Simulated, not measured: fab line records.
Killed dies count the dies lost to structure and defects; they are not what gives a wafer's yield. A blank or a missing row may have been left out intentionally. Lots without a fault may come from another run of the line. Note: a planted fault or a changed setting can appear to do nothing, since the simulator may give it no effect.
A struck lot beside a sound one + flow nand harc + 14 steps out of a route of 1159
Sound: wafers L685.2, L685.5, L685.6. Struck: wafer L690.5 (left out: L690.6, a lot-mate that was not struck); the cause follows at the end.
For every step that has rows: the tool of each side, followed by ch and its chambers, followed by its first start. Under that, the readings that differ: sound wafers + struck wafers + difference of the means + sigmas: that difference in standard deviations of wafers without a fault.
alike: words and numbers the same on both sides, and readings whose means are apart by under 2 such deviations; not compared: readings that were withheld, readings missing a value for some wafer, numbers with overlapping values and no deviation given by the record, and bounds like >300 which may hide the same value.
A row with sigmas, a row that says differs or no value, or rows on one side alone: a step with any of these is where the two part. Numbers that don't overlap but have no deviation are shown without sigmas and don't part them. A reading missing from all wafers of one side parts the sides only when that side holds two or more wafers.

first, 6 steps without rows for these wafers: NHARC_A_CHANNEL_HOLE_D1_COAT_04 (resist thk 90 nm); NHARC_A_CHANNEL_HOLE_D1_SOFTBAKE_05 (time 55 s); NHARC_A_CHANNEL_HOLE_D1_EBR_06; NHARC_A_CHANNEL_HOLE_D1_EXPOSE_07 (exposes mask HOLE D1, target cd 100 nm); NHARC_A_CHANNEL_HOLE_D1_PEB_08 (peb time 65 s); NHARC_A_CHANNEL_HOLE_D1_DEVELOP_09 (develop time 35 s).
NHARC_A_CHANNEL_HOLE_D1_CD_MEAS_10: the cd target is 100 nm.
  sound on cd sem-02 ch 0, day 9 00:48; struck on cd sem-01 ch 0, day 10 05:56
  alike: cd nm
NHARC_A_CHANNEL_HOLE_D1_OVL_MEAS_11:
  sound: overlay-02 at day 9 00:53; struck: overlay-01 at day 10 06:01
  alike: overlay x nm, overlay y nm
NHARC_A_CHANNEL_HOLE_D1_INSPECT_12:
  sound: defect inspect-02 at day 9 00:55; struck: defect inspect-01 at day 10 06:04
  alike: raw defect count
NHARC_A_CHANNEL_HOLE_D1_DESCUM_15: chemistry O2, time 3 s.
  sound on rie diel-07 ch 2,3, day 9 00:59; struck on rie diel-07 ch 1, day 10 06:10
  alike: drypump motor current A, o2 flow sccm, oes product au, rf vpp V, showerhead plenum p Torr, throttle valve pct
  not compared: rf hours counter h
NHARC_A_CHANNEL_HOLE_D1_ETCH_38: etches the open film in CF4, target depth 39 nm, time 65 s.
  sound on rie diel-07 ch 0,2,3, day 9 01:05; struck on rie diel-07 ch 1, day 10 06:14
  alike: drypump motor current A, oes product au, rf vpp V, showerhead plenum p Torr, throttle valve pct
  not compared: rf hours counter h
NHARC_A_CHANNEL_HOLE_D1_ETCH_39: etches the open film in N2/H2, target depth 260 nm, time 325 s.
  sound: rie diel-07 ch 2,3; struck: rie diel-07 ch 2
  alike: drypump motor current A, oes product au, rf vpp V, showerhead plenum p Torr, throttle valve pct
  not compared: rf hours counter h
NHARC_A_CHANNEL_HOLE_D1_ETCH_34: etches the open film in CF4/CHF3, target depth 154 nm, time 77 s.
  sound on rie diel-07 ch 2,3, day 9 01:25; struck on rie diel-07 ch 2, day 10 06:35
| reading               | sound             | struck | difference | sigmas |
|-----------------------|-------------------|--------|------------|--------|
| oes product au (a.u.) | 0.949 0.965 0.967 | 0.852  | -0.108     | -5     |
  alike: drypump motor current A, rf vpp V, showerhead plenum p Torr, throttle valve pct
  not compared: rf hours counter h
NHARC_A_CHANNEL_HOLE_D1_ETCH_16: etches the open film in O2/COS, target depth 3100 nm, time 806 s.
  sound: rie diel-07 ch 0,1; struck: rie diel-07 ch 2
| reading             | sound             | struck | difference | sigmas |
|---------------------|-------------------|--------|------------|--------|
| o2 flow sccm (sccm) | 400.5 398.3 400.0 | 401.7  | +2.1       | +2     |
  alike: drypump motor current A, oes product au, rf vpp V, showerhead plenum p Torr, throttle valve pct
  not compared: rf hours counter h

WHERE THEY PART
At NHARC_A_CHANNEL_HOLE_D1_ETCH_34 first; at NHARC_A_CHANNEL_HOLE_D1_ETCH_16 last (within this record only).

WHY: whatever the simulator had introduced
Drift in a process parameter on rie diel-07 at NHARC_A_CHANNEL_HOLE_D1_ETCH_34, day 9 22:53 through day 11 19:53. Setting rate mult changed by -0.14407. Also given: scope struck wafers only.
